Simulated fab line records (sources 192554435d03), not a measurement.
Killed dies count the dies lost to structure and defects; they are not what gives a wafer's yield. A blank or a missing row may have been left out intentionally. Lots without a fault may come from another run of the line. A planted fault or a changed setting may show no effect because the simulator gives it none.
The tool behind it: which one? + flow n5Finfet + 11 lots, 33 wafers sampled, at 3 steps of a route of 1938

WHAT EACH GAUGE READ, for each wafer
N5_PASSIVATION_CD_MEAS_30 targets a cd of 4000 nm.
| lot  | measured     | on       | cdNm (nm)            |
|------|--------------|----------|----------------------|
| L481 | day 11 23:05 | cdSem-03 | 4000.0 4000.3 4001.1 |
| L480 | day 11 19:20 | cdSem-03 | 3998.3 3998.5 3999.0 |
| L483 | day 12 00:56 | cdSem-01 | 4001.2 4000.9 4000.3 |
| L482 | day 12 00:38 | cdSem-02 | 3999.3 4000.2 3999.0 |
| L484 | day 12 12:04 | cdSem-03 | 4002.4 4003.6 4002.6 |
| L485 | day 12 23:46 | cdSem-02 | 3998.0 4000.3 3999.1 |
| L487 | day 13 05:31 | cdSem-03 | 4000.6 4002.0 4002.7 |
| L493 | day 14 20:40 | cdSem-01 | 4001.3 4000.3 4000.7 |
| L494 | day 15 09:53 | cdSem-03 | 4000.2 3998.7 4000.5 |
| L499 | day 16 04:55 | cdSem-03 | 3998.0 4000.5 3999.8 |
| L501 | day 17 16:49 | cdSem-03 | 4000.8 4003.2 4000.7 |

TOOL THAT RAN EACH LOT (tool first, then ch and the chambers of the sampled wafers, then the start)
| lot  | N5_BEOL_M7_PRE_CLEAN_45     | N5_PASSIVATION_DESCUM_12          |
|------|-----------------------------|-----------------------------------|
| L481 | pvdSputter-03, day 9 01:50  | rieDiel-04 ch 0,2,3, day 11 21:44 |
| L480 | pvdSputter-02, day 9 05:05  | rieDiel-05 ch 1,2,3, day 11 17:57 |
| L483 | pvdSputter-02, day 9 06:21  | rieDiel-05 ch 0,1,3, day 11 23:04 |
| L482 | pvdSputter-02, day 9 06:31  | rieDiel-06 ch 0,1,3, day 11 22:53 |
| L484 | pvdSputter-03, day 9 21:05  | rieDiel-05 ch 0,2,3, day 12 09:20 |
| L485 | pvdSputter-03, day 10 02:41 | rieDiel-04 ch 1,2,3, day 12 20:29 |
| L487 | pvdSputter-02, day 10 05:41 | rieDiel-06 ch 0,1, day 13 03:23   |
| L493 | pvdSputter-02, day 12 04:26 | rieDiel-06 ch 0,3, day 14 19:11   |
| L494 | pvdSputter-02, day 12 15:07 | rieDiel-04 ch 0,2,3, day 15 08:10 |
| L499 | pvdSputter-01, day 13 12:58 | rieDiel-04 ch 2,3, day 16 03:41   |
| L501 | pvdSputter-01, day 14 19:33 | rieDiel-05 ch 1,2,3, day 17 15:08 |
- N5_BEOL_M7_PRE_CLEAN_45: time 30 s.
- N5_PASSIVATION_DESCUM_12: chemistry O2, time 7.9 s.

AS READ BY THE TOOLS THEMSELVES (means over the sampled wafers that have a number; for cases with no such wafer, the mark the record gives instead)
N5_BEOL_M7_PRE_CLEAN_45.
| lot  | tool          | heaterPowerW (W) |
|------|---------------|------------------|
| L481 | pvdSputter-03 | 328              |
| L480 | pvdSputter-02 | 344              |
| L483 | pvdSputter-02 | 334              |
| L482 | pvdSputter-02 | 334              |
| L484 | pvdSputter-03 | 355              |
| L485 | pvdSputter-03 | 345              |
| L487 | pvdSputter-02 | 340              |
| L493 | pvdSputter-02 | 349              |
| L494 | pvdSputter-02 | 343              |
| L499 | pvdSputter-01 | 314              |
| L501 | pvdSputter-01 | 322              |

N5_PASSIVATION_DESCUM_12.
| lot  | tool       | drypumpMotorCurrentA (A) | oesProductAu (a.u.) | rfVppV (V) | showerheadPlenumPTorr (Torr) | throttleValvePct (%) |
|------|------------|--------------------------|---------------------|------------|------------------------------|----------------------|
| L481 | rieDiel-04 | 5.7                      | 0.82                | 241.8      | 2.05                         | 20.64                |
| L480 | rieDiel-05 | 5.4                      | 0.78                | 242.8      | 2.04                         | 20.39                |
| L483 | rieDiel-05 | 5.7                      | 0.73                | 242.6      | 2.05                         | 20.58                |
| L482 | rieDiel-06 | 5.6                      | 0.80                | 242.7      | 2.11                         | 20.33                |
| L484 | rieDiel-05 | 5.6                      | 0.77                | 242.1      | 2.09                         | 20.48                |
| L485 | rieDiel-04 | 5.8                      | 0.86                | 243.5      | 2.09                         | 20.48                |
| L487 | rieDiel-06 | 5.8                      | 0.78                | 241.9      | 2.04                         | 20.48                |
| L493 | rieDiel-06 | 5.6                      | 0.83                | 244.9      | 2.14                         | 20.11                |
| L494 | rieDiel-04 | 5.7                      | 0.79                | 242.4      | 2.04                         | 20.67                |
| L499 | rieDiel-04 | 5.6                      | 0.77                | 243.8      | 2.06                         | 20.74                |
| L501 | rieDiel-05 | 5.4                      | 0.74                | 242.9      | 2.02                         | 20.45                |

THE ANSWER, worked out from the rows above alone
Rule: the lots themselves supply what counts as usual. Put in order of their means at a reading, lots are off if they are a third of the lots or fewer, leave a main group of 4 or more, and stand apart from it by a gap of 3 or more times the standard deviation of the main group's means; of several such gaps the widest counts. If all means in a main group match to the digits the tables above print for the reading, that group is not used. Also off: a lot with no number at a reading for which 4 or more lots have one. Where the step has rows for the other lots, those lots are counted as sound. The gauges are gone through in route order, then the tools' own readings, and for those a lot's mean is taken as printed above. The first step at which some lot is off is used, and at that step the reading that is off furthest; a lot without a number counts as furthest.
Across all readings shown, no lot is off: no conclusion can be drawn from this.

WHAT THE SIMULATOR HAD INSERTED
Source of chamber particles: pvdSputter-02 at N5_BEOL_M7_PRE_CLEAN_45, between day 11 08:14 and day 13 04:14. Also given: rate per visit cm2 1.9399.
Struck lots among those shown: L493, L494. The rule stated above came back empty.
